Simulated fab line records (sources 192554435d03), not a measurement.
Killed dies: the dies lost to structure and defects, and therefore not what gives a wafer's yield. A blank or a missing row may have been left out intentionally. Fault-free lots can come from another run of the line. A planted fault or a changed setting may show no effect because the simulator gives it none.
Chamber matching	flow n5Finfet	3 sister chambers for N5_FIN_SAQP_HM_DEP_03 on pecvd-01
The step deposits SiNx from SiH4/NH3/N2, target thk 38 nm, time 33.6 s. 6 wafers are shown with their chamber, then 9 later ones without.

## EACH WAFER AND ITS CHAMBER
wafer	chamber	showerheadPlenumPTorr (Torr)	throttleValvePct (%)
L087.1	1	5.21	39.6
L087.2	2	5.20	38.7
L087.3	0	5.05	40.6
L089.1	1	5.20	40.0
L089.2	2	5.21	38.8
L089.3	0	5.07	40.7

## WAFERS MISSING THEIR CHAMBER
wafer	showerheadPlenumPTorr (Torr)	throttleValvePct (%)
L091.2	5.21	39.1
L091.4	5.07	40.9
L091.6	5.22	39.0
L093.1	5.07	40.6
L093.5	5.22	39.8
L093.6	5.21	38.9
L094.2	5.21	39.0
L094.3	5.19	39.7
L094.6	5.22	39.0

## EACH ONE'S CHAMBER
wafer	from the rows above	in truth
L091.2	can't be placed: 2 or 1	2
L091.4	0	0
L091.6	2	2
L093.1	0	0
L093.5	1	1
L093.6	2	2
L094.2	2	2
L094.3	1	1
L094.6	2	2
Correctly placed: 8 of 9. Can't be placed from these rows: 1 (the true chamber is among the candidates in 1). 0 placed wrongly.
How it was worked out, from the rows above alone: a wafer's distance from a chamber is the root of the sum, over the readings, of the square of ((its reading less the chamber's mean) divided by the reading's scatter). If the next closest chamber is less than 2 further off than the closest, the wafer can't be placed; otherwise it belongs to the closest. The mean given for a chamber averages the wafers shown for that chamber. The scatter: the root of (the sum of the squares of (reading less its chamber's mean) over the shown wafers, divided by (wafers less chambers)).
